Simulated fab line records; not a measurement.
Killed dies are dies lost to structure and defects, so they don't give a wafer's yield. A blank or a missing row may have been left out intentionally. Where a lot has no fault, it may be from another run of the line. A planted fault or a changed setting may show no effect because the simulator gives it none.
Check for tools in common | flow n5-finfet | 10 lots and 28 wafers in the sample

== WHAT PROMPTED THE OPENING ==
At N5_PASSIVATION_INSPECT_57 the reading raw-defect-count is flagged on 2 of 10 lots. No-fault wafers: 2.3, standard deviation 1.5.
Rule: a lot gets a flag if all its wafers with a number sit over 4 standard deviations from that mean, or if no wafer of it has a number. All remaining lots are regarded as sound.

lot  | measured     | on                | raw-defect-count, wafer by wafer | flag
L360 | day 13 05:32 | defect-inspect-02 | 2 3 1                            |
L361 | day 13 05:54 | defect-inspect-02 | 1 3 1                            |
L372 | day 16 10:28 | defect-inspect-02 | 98 107 85                        | FLAGGED
L374 | day 16 13:56 | defect-inspect-01 | 2 1 3                            |
L373 | day 16 21:14 | defect-inspect-02 | 109 97 103                       | FLAGGED
L378 | day 17 06:56 | defect-inspect-01 | 5 1                              |
L377 | day 17 12:22 | defect-inspect-01 | 3 2 2                            |
L376 | day 17 12:39 | defect-inspect-02 | 2 5                              |
L380 | day 17 17:28 | defect-inspect-02 | 1 0 3                            |
L379 | day 17 18:00 | defect-inspect-01 | 3 0 3                            |
The mean of the flagged lots' numbers is 99.8, +97.5 from the usual (+65 standard deviations).

== EACH LOT AND THE TOOL IT RAN ON ==
The record holds 5 process steps before the reading, out of a route of 1938 steps. Each cell gives the tool, then ch followed by the chambers the sampled wafers passed through, then the start.
lot  | flag    | N5_PASSIVATION_ETCH_59            | N5_PASSIVATION_DESCUM_46           | N5_PASSIVATION_PASS_ETCH_47        | N5_PASSIVATION_STRIP_48            | N5_PASSIVATION_PROBE_49
L360 |         | rie-metal-01 ch 0,1, day 13 00:23 | rie-diel-04 ch 0,2,3, day 13 02:07 | rie-diel-04 ch 0,2,3, day 13 02:10 | rie-diel-04 ch 0,2,3, day 13 02:41 | prober-02, day 13 05:11
L361 |         | rie-metal-02 ch 0,1, day 13 00:41 | rie-diel-06 ch 1,2,3, day 13 02:30 | rie-diel-06 ch 1,2,3, day 13 02:32 | rie-diel-06 ch 1,2,3, day 13 03:03 | prober-01, day 13 05:42
L372 | FLAGGED | rie-metal-02 ch 1, day 16 05:32   | rie-diel-06 ch 1,2, day 16 07:04   | rie-diel-06 ch 1,2, day 16 07:05   | rie-diel-06 ch 1,2, day 16 07:37   | prober-02, day 16 10:09
L374 |         | rie-metal-01 ch 0,1, day 16 09:18 | rie-diel-06 ch 2,3, day 16 10:31   | rie-diel-06 ch 2,3, day 16 10:34   | rie-diel-06 ch 2,3, day 16 11:04   | prober-01, day 16 13:41
L373 | FLAGGED | rie-metal-02 ch 0,1, day 16 16:29 | rie-diel-04 ch 1,2,3, day 16 17:50 | rie-diel-04 ch 1,2,3, day 16 17:52 | rie-diel-04 ch 1,2,3, day 16 18:23 | prober-02, day 16 20:56
L378 |         | rie-metal-01 ch 0,1, day 17 02:11 | rie-diel-04 ch 0,3, day 17 03:34   | rie-diel-04 ch 0,3, day 17 03:41   | rie-diel-04 ch 0,3, day 17 04:07   | prober-01, day 17 06:47
L377 |         | rie-metal-02 ch 1, day 17 07:30   | rie-diel-01 ch 0,2,3, day 17 08:58 | rie-diel-01 ch 0,2,3, day 17 09:00 | rie-diel-01 ch 0,2,3, day 17 09:31 | prober-02, day 17 12:01
L376 |         | rie-metal-03 ch 0, day 17 07:36   | rie-diel-04 ch 1,3, day 17 09:15   | rie-diel-04 ch 1,3, day 17 09:17   | rie-diel-04 ch 1,3, day 17 09:49   | prober-01, day 17 12:18
L380 |         | rie-metal-03 ch 0,1, day 17 12:36 | rie-diel-04 ch 0,1,3, day 17 13:59 | rie-diel-04 ch 0,1,3, day 17 14:07 | rie-diel-04 ch 0,1,3, day 17 14:32 | prober-02, day 17 17:15
L379 |         | rie-metal-01 ch 1, day 17 13:00   | rie-diel-04 ch 0,1, day 17 14:34   | rie-diel-04 ch 0,1, day 17 14:35   | rie-diel-04 ch 0,1, day 17 15:07   | prober-02, day 17 17:38
What is done by these steps:
- N5_PASSIVATION_ETCH_59: etches TaN in Cl2/BCl3, target depth 65 nm, time 34.9 s.
- N5_PASSIVATION_DESCUM_46: chemistry O2, time 7.9 s.
- N5_PASSIVATION_PASS_ETCH_47: etches SiNx in CF4/O2, target depth 770 nm, time 385 s.
- N5_PASSIVATION_STRIP_48: strips in O2.
- N5_PASSIVATION_PROBE_49
- N5_PASSIVATION_INSPECT_57: inspects for defects (macro).

== FLAGGED AGAINST TOTAL, ONE TOOL AT A TIME (gauges that did the reading follow at the end) ==
step                        | tool              | lots run | flagged | share of the flagged lots | sound lots run after its first flagged lot
N5_PASSIVATION_ETCH_59      | rie-metal-01      | 4        | 0       | none                      | -
N5_PASSIVATION_ETCH_59      | rie-metal-02      | 4        | 2       | all                       | 1 (L377)
N5_PASSIVATION_ETCH_59      | rie-metal-03      | 2        | 0       | none                      | -
N5_PASSIVATION_DESCUM_46    | rie-diel-01       | 1        | 0       | none                      | -
N5_PASSIVATION_DESCUM_46    | rie-diel-04       | 6        | 1       | some                      | 4 (L378,L376,L380,L379)
N5_PASSIVATION_DESCUM_46    | rie-diel-06       | 3        | 1       | some                      | 1 (L374)
N5_PASSIVATION_PASS_ETCH_47 | rie-diel-01       | 1        | 0       | none                      | -
N5_PASSIVATION_PASS_ETCH_47 | rie-diel-04       | 6        | 1       | some                      | 4 (L378,L376,L380,L379)
N5_PASSIVATION_PASS_ETCH_47 | rie-diel-06       | 3        | 1       | some                      | 1 (L374)
N5_PASSIVATION_STRIP_48     | rie-diel-01       | 1        | 0       | none                      | -
N5_PASSIVATION_STRIP_48     | rie-diel-04       | 6        | 1       | some                      | 4 (L378,L376,L380,L379)
N5_PASSIVATION_STRIP_48     | rie-diel-06       | 3        | 1       | some                      | 1 (L374)
N5_PASSIVATION_PROBE_49     | prober-01         | 4        | 0       | none                      | -
N5_PASSIVATION_PROBE_49     | prober-02         | 6        | 2       | all                       | 3 (L377,L380,L379)
N5_PASSIVATION_INSPECT_57   | defect-inspect-01 | 4        | 0       | none                      | -
N5_PASSIVATION_INSPECT_57   | defect-inspect-02 | 6        | 2       | all                       | 2 (L376,L380)

== WHAT IS ALLOWED BY THE TABLE ==
Every flagged lot was run by 3 rows of the table: rie-metal-02 at N5_PASSIVATION_ETCH_59, prober-02 at N5_PASSIVATION_PROBE_49 and defect-inspect-02 at N5_PASSIVATION_INSPECT_57.
- rie-metal-02 at N5_PASSIVATION_ETCH_59: 2 of its 4 lots flagged. Sound lots followed the first flagged one (L377) on it, something a lasting fault affecting the whole tool could not allow.
- prober-02 at N5_PASSIVATION_PROBE_49: 2 of its 6 lots flagged. Sound lots followed the first flagged one (L377, L380, L379) on it, something a lasting fault affecting the whole tool could not allow.
- defect-inspect-02 at N5_PASSIVATION_INSPECT_57: 2 of its 6 lots flagged. Sound lots followed the first flagged one (L376, L380) on it, something a lasting fault affecting the whole tool could not allow.
No row of the table ran every flagged lot and no sound lot after the first.

== WHAT THE SIMULATOR PUT IN ==
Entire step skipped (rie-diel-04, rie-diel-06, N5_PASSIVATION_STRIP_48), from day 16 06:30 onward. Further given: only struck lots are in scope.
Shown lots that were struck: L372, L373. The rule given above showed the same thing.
